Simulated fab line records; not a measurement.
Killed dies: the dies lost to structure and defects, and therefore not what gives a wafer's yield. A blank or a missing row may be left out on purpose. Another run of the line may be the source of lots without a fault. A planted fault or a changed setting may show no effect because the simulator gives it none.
Lot-split experiment    flow n5Finfet    on a route of 1938 steps: 7 lots, 21 wafers read

## ABOUT THE SPLIT
At N5_BEOL_M12_SPUTTER_44 (material Ta, target thk 10 nm, time 16.13 s), the setting timeS was moved away from the recipe's 16.13 s on 7 of the 21 wafers read, by -9.1% to +7.4%. For the rest of the wafers, this setting stayed at what the recipe calls for.

The reading is taken at the split's own step.

## THE READING
Ta_of_BEOL_M12_SPUTTER_44.thkNm (the simulator's own value, which no gauge read), in nm, at N5_BEOL_M12_SPUTTER_44 (material Ta, target thk 10 nm, time 16.13 s). No usual value for it is given in the file. Here, 14 wafers ran the recipe; their average is 9.8 nm with a standard deviation of 0.14 nm.

wafer   tool, chamber at the split  timeS as run, s  against the recipe  Ta_of_BEOL_M12_SPUTTER_44.thkNm, nm  against lot-mates on the recipe
L075.1  pvdSputter-01, -            16.13            recipe              10                                   -
L075.3  pvdSputter-01, -            16.13            recipe              10                                   -
L075.6  pvdSputter-01, -            17.33            +7.4%               10.8                                 +0.8
L082.2  pvdSputter-01, -            14.66            -9.1%               9                                    -1.0
L082.6  pvdSputter-01, -            14.66            -9.1%               9                                    -1.0
L082.4  pvdSputter-01, -            16.13            recipe              10                                   -
L080.1  pvdSputter-03, -            16.13            recipe              9.8                                  -
L080.4  pvdSputter-03, -            16.13            recipe              9.8                                  -
L080.2  pvdSputter-03, -            16.13            recipe              10                                   -
L091.2  pvdSputter-02, -            16.13            recipe              9.8                                  -
L091.3  pvdSputter-02, -            16.13            recipe              9.8                                  -
L091.4  pvdSputter-02, -            16.13            recipe              9.8                                  -
L097.1  pvdSputter-01, -            15.41            -4.5%               9.6                                  no lot-mate on the recipe
L097.3  pvdSputter-01, -            15.41            -4.5%               9.6                                  no lot-mate on the recipe
L097.2  pvdSputter-01, -            15.41            -4.5%               9.8                                  no lot-mate on the recipe
L095.2  pvdSputter-03, -            16.13            recipe              9.6                                  -
L095.4  pvdSputter-03, -            16.13            recipe              9.6                                  -
L095.3  pvdSputter-03, -            16.13            recipe              9.8                                  -
L096.1  pvdSputter-01, -            14.66            -9.1%               8.8                                  -0.9
L096.4  pvdSputter-01, -            16.13            recipe              9.6                                  -
L096.5  pvdSputter-01, -            16.13            recipe              9.8                                  -

FIT RESULTS
A straight line over all 21 wafers: Ta_of_BEOL_M12_SPUTTER_44.thkNm changes by +0.0965 nm for each +1% of timeS; r = +0.91; the points scatter about the line by 0.18 nm.
The same after taking each lot's own level away (the mean of its wafers on the recipe; 18 wafers): +0.106 nm for each +1%; r = +0.99; scatter 0.071 nm.
The reading moves by 0.97 nm for the largest change in timeS, on that fit.
The span of the lots' own levels, 9.67 to 10.00 nm, comes to 2.4 times the standard deviation stated above.
Hence the lot-to-lot level has little effect on the slope; both slopes agree.
Check: for one of the wafers moved furthest among these (-9.1%), held out of the fit, the line's prediction against its lot-mates is -0.956 nm. It came out at -1 nm against them.

## THESE WAFERS: OTHER SPLITS
Other splits were also applied to these wafers ahead of the reading. Each is held against what the fit with the lots' levels taken away leaves over:
other split on the same wafers    wafers away from the commonest value  r with Ta_of_BEOL_M12_SPUTTER_44.thkNm (lot level and that fit taken away)
N5_BEOL_M8_EXPOSE_25 doseMj       7                                     +0.07
N5_BEOL_M8_VIA_ETCH_34 sourceW    9                                     +0.13
N5_BEOL_M11_PECVD_70 timeS        6                                     -0.12
N5_BEOL_M11_COAT_59 tempC         2                                     -0.01
N5_BEOL_M12_TRENCH_ETCH_34 timeS  7                                     +0.15

## FILE'S OWN FIT
Ta_of_BEOL_M12_SPUTTER_44.thkNm changes by +0.105 nm for each +1% of timeS, r = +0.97.
